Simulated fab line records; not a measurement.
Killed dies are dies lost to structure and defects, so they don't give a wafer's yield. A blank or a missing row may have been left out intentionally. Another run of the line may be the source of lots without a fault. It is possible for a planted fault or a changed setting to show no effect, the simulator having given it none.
Matching of chambers ; flow n5 finfet ; N5_BEOL_M2_ILD_DEP_00 on pecvd-03: 3 sister chambers
The step deposits SiOC from DEMS/O2, target thk 79 nm, time 15.3 s. 6 wafers are shown with their chamber, then 9 later ones without.

## WAFERS, EACH WITH ITS CHAMBER
wafer;chamber;throttle valve pct (%);showerhead plenum p Torr (Torr)
L084.6;2;11.5;5.679
L086.5;1;12.6;5.727
L086.6;2;11.6;5.694
L088.1;1;12.8;5.720
L088.3;0;11.6;5.711
L088.5;0;11.6;5.712

## WAFERS WHOSE CHAMBER IS MISSING
wafer;throttle valve pct (%);showerhead plenum p Torr (Torr)
L094.2;12.9;5.728
L094.4;12.8;5.710
L094.5;11.8;5.700
L093.1;11.4;5.721
L093.4;11.7;5.686
L093.5;12.7;5.722
L096.2;11.9;5.700
L096.3;11.9;5.697
L096.6;12.7;5.714

## CHAMBER TAKEN BY EACH
wafer;from the rows above;in truth
L094.2;1;1
L094.4;1;1
L094.5;can't be placed: 0 or 2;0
L093.1;0;0
L093.4;2;2
L093.5;1;1
L096.2;can't be placed: 0 or 2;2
L096.3;can't be placed: 0 or 2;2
L096.6;1;1
Correctly placed: 6 of 9. Not placeable from these rows: 3 (in 3, the candidates include the true chamber). Number placed wrongly: 0.
How it was worked out, from the rows above alone: a wafer's distance from a chamber is the root of the sum, over the readings, of the square of ((its reading less the chamber's mean) divided by the reading's scatter). If the next closest chamber is less than 2 further off than the closest, the wafer can't be placed; otherwise it belongs to the closest. A chamber's mean is the mean of its shown wafers. The scatter is the square root of a quotient: the sum, over the shown wafers, of each reading's squared deviation from its chamber's mean, divided by wafers minus chambers.
